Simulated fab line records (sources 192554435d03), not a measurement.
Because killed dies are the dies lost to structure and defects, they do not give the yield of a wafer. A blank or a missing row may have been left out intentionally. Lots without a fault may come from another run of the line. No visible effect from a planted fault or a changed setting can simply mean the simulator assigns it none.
Chamber matching || flow n5 finfet || N5_BEOL_M13_ETCH_59 on rie diel-05 has 4 sister chambers
The step etches BARC in N2/H2, target depth 89 nm, overetch 26.7 nm, time 67.9 s. 8 wafers are shown with their chamber, then 10 later ones without.

== WAFERS, EACH WITH ITS CHAMBER ==
{"wafer": "L079.5", "chamber": 0, "showerhead plenum p Torr (Torr)": 2.66, "drypump motor current A (A)": 5.7}
{"wafer": "L082.4", "chamber": 0, "showerhead plenum p Torr (Torr)": 2.66, "drypump motor current A (A)": 5.7}
{"wafer": "L087.3", "chamber": 2, "showerhead plenum p Torr (Torr)": 2.52, "drypump motor current A (A)": 5.2}
{"wafer": "L088.1", "chamber": 2, "showerhead plenum p Torr (Torr)": 2.52, "drypump motor current A (A)": 5.2}
{"wafer": "L088.5", "chamber": 1, "showerhead plenum p Torr (Torr)": 2.42, "drypump motor current A (A)": 5.8}
{"wafer": "L088.6", "chamber": 3, "showerhead plenum p Torr (Torr)": 2.53, "drypump motor current A (A)": 6.3}
{"wafer": "L093.1", "chamber": 3, "showerhead plenum p Torr (Torr)": 2.53, "drypump motor current A (A)": 6.3}
{"wafer": "L093.2", "chamber": 1, "showerhead plenum p Torr (Torr)": 2.41, "drypump motor current A (A)": 5.7}

== WAFERS WITHOUT THEIR CHAMBER ==
{"wafer": "L093.3", "showerhead plenum p Torr (Torr)": 2.52, "drypump motor current A (A)": 5.2}
{"wafer": "L093.4", "showerhead plenum p Torr (Torr)": 2.53, "drypump motor current A (A)": 6.3}
{"wafer": "L093.5", "showerhead plenum p Torr (Torr)": 2.41, "drypump motor current A (A)": 5.8}
{"wafer": "L093.6", "showerhead plenum p Torr (Torr)": 2.52, "drypump motor current A (A)": 5.2}
{"wafer": "L095.4", "showerhead plenum p Torr (Torr)": 2.52, "drypump motor current A (A)": 5.2}
{"wafer": "L095.5", "showerhead plenum p Torr (Torr)": 2.52, "drypump motor current A (A)": 6.3}
{"wafer": "L095.6", "showerhead plenum p Torr (Torr)": 2.65, "drypump motor current A (A)": 5.7}
{"wafer": "L094.2", "showerhead plenum p Torr (Torr)": 2.52, "drypump motor current A (A)": 5.1}
{"wafer": "L094.3", "showerhead plenum p Torr (Torr)": 2.41, "drypump motor current A (A)": 5.8}
{"wafer": "L094.5", "showerhead plenum p Torr (Torr)": 2.65, "drypump motor current A (A)": 5.7}

== CHAMBER TAKEN BY EACH ==
{"wafer": "L093.3", "from the rows above": 2, "in truth": 2}
{"wafer": "L093.4", "from the rows above": 3, "in truth": 3}
{"wafer": "L093.5", "from the rows above": 1, "in truth": 1}
{"wafer": "L093.6", "from the rows above": 2, "in truth": 2}
{"wafer": "L095.4", "from the rows above": 2, "in truth": 2}
{"wafer": "L095.5", "from the rows above": 3, "in truth": 3}
{"wafer": "L095.6", "from the rows above": 0, "in truth": 0}
{"wafer": "L094.2", "from the rows above": 2, "in truth": 2}
{"wafer": "L094.3", "from the rows above": 1, "in truth": 1}
{"wafer": "L094.5", "from the rows above": 0, "in truth": 0}
Correctly placed: 10 of 10. Can't be placed from these rows: 0. 0 placed wrongly.
How it was worked out, from the rows above alone: a wafer's distance from a chamber is the root of the sum, over the readings, of the square of ((its reading less the chamber's mean) divided by the reading's scatter). The wafer belongs to the nearest chamber; if the next one is less than 2 further off, it can't be placed. A chamber's mean is the mean of its shown wafers. The scatter is the square root of a quotient: the sum, over the shown wafers, of each reading's squared deviation from its chamber's mean, divided by wafers minus chambers.
